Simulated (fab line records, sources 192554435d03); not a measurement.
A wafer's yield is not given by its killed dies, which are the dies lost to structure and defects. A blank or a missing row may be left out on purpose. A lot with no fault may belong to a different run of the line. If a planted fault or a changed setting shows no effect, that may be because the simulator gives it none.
Which tool did it?    flow n5 finfet    32 wafers from 11 lots sampled at 5 of the route's 1938 steps

WHAT THE GAUGES SHOWED, per wafer
The record lacks any reading of a measuring or inspecting step that a usual standard deviation could be used to judge.

TOOL THAT RAN EACH LOT (tool first, then ch and the chambers of the sampled wafers, then the start)
lot   N5_BEOL_M9_SURFACE_TREAT_79   N5_BEOL_M9_ECD_50               N5_BEOL_M9_CMP_52              N5_BEOL_M9_DEP_56                N5_BEOL_M10_ILD_DEP_00
L748  pvd sputter-03, day 11 15:23  ecd cu-01 ch 0,1, day 11 15:44  cmp-01 ch 0,1,3, day 11 16:16  pecvd-04 ch 0,2, day 11 16:30    pecvd-03 ch 0,2, day 11 16:38
L746  pvd sputter-02, day 11 18:35  ecd cu-02 ch 0,1, day 11 19:11  cmp-01 ch 1,2, day 11 19:34    pecvd-03 ch 1,2, day 11 19:55    pecvd-01 ch 0, day 11 20:04
L749  pvd sputter-01, day 12 22:16  ecd cu-02 ch 0,1, day 12 23:04  cmp-01 ch 0,3, day 12 23:35    pecvd-03 ch 0, day 12 23:56      pecvd-02 ch 0,1, day 13 00:05
L750  pvd sputter-03, day 12 22:27  ecd cu-01 ch 0,1, day 12 23:09  cmp-03 ch 1,3, day 12 23:38    pecvd-04 ch 0,2, day 13 00:00    pecvd-03 ch 0,2, day 13 00:08
L751  pvd sputter-01, day 13 15:01  ecd cu-01 ch 0,1, day 13 15:40  cmp-04 ch 2,3, day 13 16:16    pecvd-04 ch 1,2, day 13 16:38    pecvd-03 ch 1,2, day 13 16:46
L758  pvd sputter-03, day 15 19:23  ecd cu-02 ch 0,1, day 15 19:58  cmp-03 ch 1,2,3, day 15 20:28  pecvd-02 ch 0,1,2, day 15 20:43  pecvd-01 ch 0,1,2, day 15 20:52
L762  pvd sputter-02, day 16 00:47  ecd cu-01 ch 0,1, day 16 01:21  cmp-03 ch 0,1,3, day 16 02:00  pecvd-04 ch 0,1,2, day 16 02:19  pecvd-01 ch 0,1,2, day 16 02:27
L760  pvd sputter-03, day 16 01:21  ecd cu-02 ch 0,1, day 16 01:44  cmp-04 ch 0,2,3, day 16 02:38  pecvd-02 ch 0,1,2, day 16 02:54  pecvd-02 ch 0,1,2, day 16 03:03
L763  pvd sputter-02, day 16 02:19  ecd cu-01 ch 0,1, day 16 02:37  cmp-01 ch 0,1,2, day 16 03:04  pecvd-02 ch 0,1, day 16 03:25    pecvd-01 ch 0,1, day 16 03:34
L764  pvd sputter-02, day 17 05:41  ecd cu-01 ch 0,1, day 17 06:08  cmp-04 ch 1,2, day 17 06:35    pecvd-02 ch 0,2, day 17 06:56    pecvd-01 ch 0,1, day 17 07:06
L765  pvd sputter-03, day 18 02:08  ecd cu-01 ch 0,1, day 18 02:28  cmp-03 ch 1,3, day 18 02:53    pecvd-04 ch 0,1,2, day 18 03:14  pecvd-01 ch 0,1,2, day 18 03:22
- N5_BEOL_M9_SURFACE_TREAT_79
- N5_BEOL_M9_ECD_50: material Cu, target thk 318 nm.
- N5_BEOL_M9_CMP_52: polishes, stops on SiCOH lowk, t overpolish 7 s, target thk 140 nm.
- N5_BEOL_M9_DEP_56: deposits SiCN from 3MS/NH3, target thk 15 nm, time 26.5 s.
- N5_BEOL_M10_ILD_DEP_00: deposits SiCOH lowk from DEMS/porogen, target thk 308.51 nm, time 58 s.

WHAT THE TOOLS THEMSELVES READ (means of the sampled wafers that have a number; where no wafer has one, the mark that the record gives instead)
N5_BEOL_M9_CMP_52.
lot   tool    motor current A (A)  pad life wafers  slurry filter dp kPa (kPa)  time to endpoint s (s)
L748  cmp-01  5.9                  1611             13.45                       68
L746  cmp-01  6.2                  1638             13.59                       67
L749  cmp-01  5.8                  1724             13.53                       64
L750  cmp-03  5.7                  1021             13.41                       45
L751  cmp-04  5.7                  456              13.49                       48
L758  cmp-03  5.9                  1551             13.50                       70
L762  cmp-03  5.8                  1592             13.48                       67
L760  cmp-04  5.8                  903              13.50                       65
L763  cmp-01  6.1                  199              13.57                       69
L764  cmp-04  5.6                  1111             13.55                       68
L765  cmp-03  5.7                  1981             13.54                       65

N5_BEOL_M9_DEP_56.
lot   tool      showerhead plenum p Torr (Torr)  throttle valve pct (%)
L748  pecvd-04  3.687                            9.29
L746  pecvd-03  3.648                            9.02
L749  pecvd-03  3.652                            8.94
L750  pecvd-04  3.682                            9.07
L751  pecvd-04  3.666                            9.27
L758  pecvd-02  3.664                            8.89
L762  pecvd-04  3.674                            9.10
L760  pecvd-02  3.669                            8.95
L763  pecvd-02  3.666                            8.79
L764  pecvd-02  3.675                            8.93
L765  pecvd-04  3.677                            9.24

N5_BEOL_M10_ILD_DEP_00.
lot   tool      heater power outer w (W)  heater power w (W)  showerhead plenum p Torr (Torr)  throttle valve pct (%)
L748  pecvd-03  137                       302                 5.710                            13.6
L746  pecvd-01  172                       360                 5.755                            12.6
L749  pecvd-02  150                       327                 5.732                            13.8
L750  pecvd-03  132                       301                 5.703                            13.5
L751  pecvd-03  139                       337                 5.728                            13.6
L758  pecvd-01  134                       296                 5.724                            13.3
L762  pecvd-01  154                       314                 5.739                            13.5
L760  pecvd-02  161                       341                 5.748                            13.6
L763  pecvd-01  146                       314                 5.742                            13.6
L764  pecvd-01  160                       331                 5.749                            13.3
L765  pecvd-01  154                       319                 5.732                            13.6

THE ANSWER, worked out from the rows above alone
Rule: the lots themselves supply what counts as usual. Put in order of their means at a reading, lots are off if they are a third of the lots or fewer, leave a main group of 4 or more, and stand apart from it by a gap of 3 or more times the standard deviation of the main group's means; of several such gaps the widest counts. Not used: any main group whose means are identical at the precision the tables above print for the reading. Also off: a lot with no number at a reading for which 4 or more lots have one. All remaining lots with rows at the step are treated as sound. First the gauges in route order, then the tools' own readings, where a lot's mean is used as printed above. The first step at which some lot is off is used, and at that step the reading that is off furthest; a lot without a number counts as furthest.
Off, at N5_BEOL_M9_CMP_52 on time to endpoint s: L750, L751. For the main group the mean is 67 s and the standard deviation 1.9.
If a tool, at that step or one of the process steps before it, ran each lot that is off and ran no sound lot following the first of them, it fits. None of those tried fits.

WHAT THE SIMULATOR HAD INSERTED
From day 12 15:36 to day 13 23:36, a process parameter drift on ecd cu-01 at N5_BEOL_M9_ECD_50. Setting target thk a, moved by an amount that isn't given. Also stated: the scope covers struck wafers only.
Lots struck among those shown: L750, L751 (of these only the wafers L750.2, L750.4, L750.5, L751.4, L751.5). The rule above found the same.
